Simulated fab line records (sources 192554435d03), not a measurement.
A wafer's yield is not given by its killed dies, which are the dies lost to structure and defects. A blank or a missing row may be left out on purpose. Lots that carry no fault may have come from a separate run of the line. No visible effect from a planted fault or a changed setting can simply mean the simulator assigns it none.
Split-lot trial | flow n5Finfet | 21 wafers read from 7 lots, route of 1938 steps

== THE SPLIT ==
At N5_SD_EPI_N_ETCH_16 (etches SiO2 in CHF3/O2, target depth 5 nm), the setting targetDepthA was moved away from the recipe's 50 angstrom on 6 of the 21 wafers read, by -6.9% to +7.0%. This setting was run at the recipe's value on the other wafers.

The split's own step is where the reading is taken.

== THE READING ==
etch.depthNm (the simulator's own value, which no gauge read), in nm, at N5_SD_EPI_N_ETCH_16 (etches SiO2 in CHF3/O2, target depth 5 nm). The file does not state a usual value for it. Average 5.046 nm, standard deviation 0.059 nm, over the 15 wafers here run with the recipe.

wafer  | tool, chamber at the split | targetDepthA as run, angstrom | against the recipe | etch.depthNm, nm | against lot-mates on the recipe
L075.1 | rieDiel-04, 0              | 53.36                         | +6.7%              | 5.311            | +0.360
L075.5 | rieDiel-04, 3              | 53.36                         | +6.7%              | 5.428            | +0.477
L075.6 | rieDiel-04, 0              | 50                            | recipe             | 4.951            | -
L083.2 | rieDiel-02, 1              | 50                            | recipe             | 5.089            | -
L083.5 | rieDiel-02, 0              | 47.11                         | -5.8%              | 4.753            | -0.346
L083.6 | rieDiel-02, 1              | 50                            | recipe             | 5.109            | -
L086.2 | rieDiel-01, 2              | 53.48                         | +7.0%              | 5.439            | +0.360
L086.3 | rieDiel-01, 3              | 50                            | recipe             | 5.07             | -
L086.4 | rieDiel-01, 0              | 50                            | recipe             | 5.088            | -
L087.1 | rieDiel-01, 2              | 50                            | recipe             | 5.053            | -
L087.4 | rieDiel-01, 1              | 50                            | recipe             | 5                | -
L087.6 | rieDiel-01, 3              | 48.11                         | -3.8%              | 4.872            | -0.155
L090.1 | rieDiel-02, 0              | 50                            | recipe             | 5.107            | -
L090.4 | rieDiel-02, 3              | 50                            | recipe             | 4.979            | -
L090.5 | rieDiel-02, 0              | 50                            | recipe             | 5.051            | -
L091.2 | rieDiel-04, 2              | 50                            | recipe             | 5.04             | -
L091.4 | rieDiel-04, 1              | 50                            | recipe             | 5.138            | -
L091.6 | rieDiel-04, 0              | 50                            | recipe             | 4.95             | -
L095.1 | rieDiel-04, 2              | 50                            | recipe             | 5.09             | -
L095.2 | rieDiel-04, 1              | 46.54                         | -6.9%              | 4.786            | -0.245
L095.3 | rieDiel-04, 0              | 50                            | recipe             | 4.972            | -

THE FIT
A straight line over all 21 wafers: etch.depthNm changes by +0.0478 nm for each +1% of targetDepthA; r = +0.94; the points scatter about the line by 0.06 nm.
The same after taking each lot's own level away (the mean of its wafers on the recipe; 21 wafers): +0.0528 nm for each +1%; r = +0.95; scatter 0.058 nm.
The reading moves by 0.37 nm for the largest change in targetDepthA, on that fit.
Measured against the standard deviation above, the lots' own levels, which go from 4.9510 to 5.0990 nm, span 2.5 times it.
The two slopes are in agreement: the lot-to-lot level therefore moves the slope only a little.
Check: for one of the wafers moved furthest among these (+7.0%), held out of the fit, the line's prediction against its lot-mates is +0.385 nm. It came out at +0.36 nm against them.

== ADDITIONAL SPLITS CARRIED BY THESE WAFERS ==
These wafers also went through other splits before the reading. Each is held against what the fit with the lots' levels taken away leaves over:
other split on the same wafers | wafers away from the commonest value | r with etch.depthNm (lot level and that fit taken away)
N5_SD_EPI_N_PEB_07 pebTempC    | 5                                    | -0.36

== FILE'S OWN FIT ==
etch.depthNm changes by +0.0507 nm for each +1% of targetDepthA, r = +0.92.
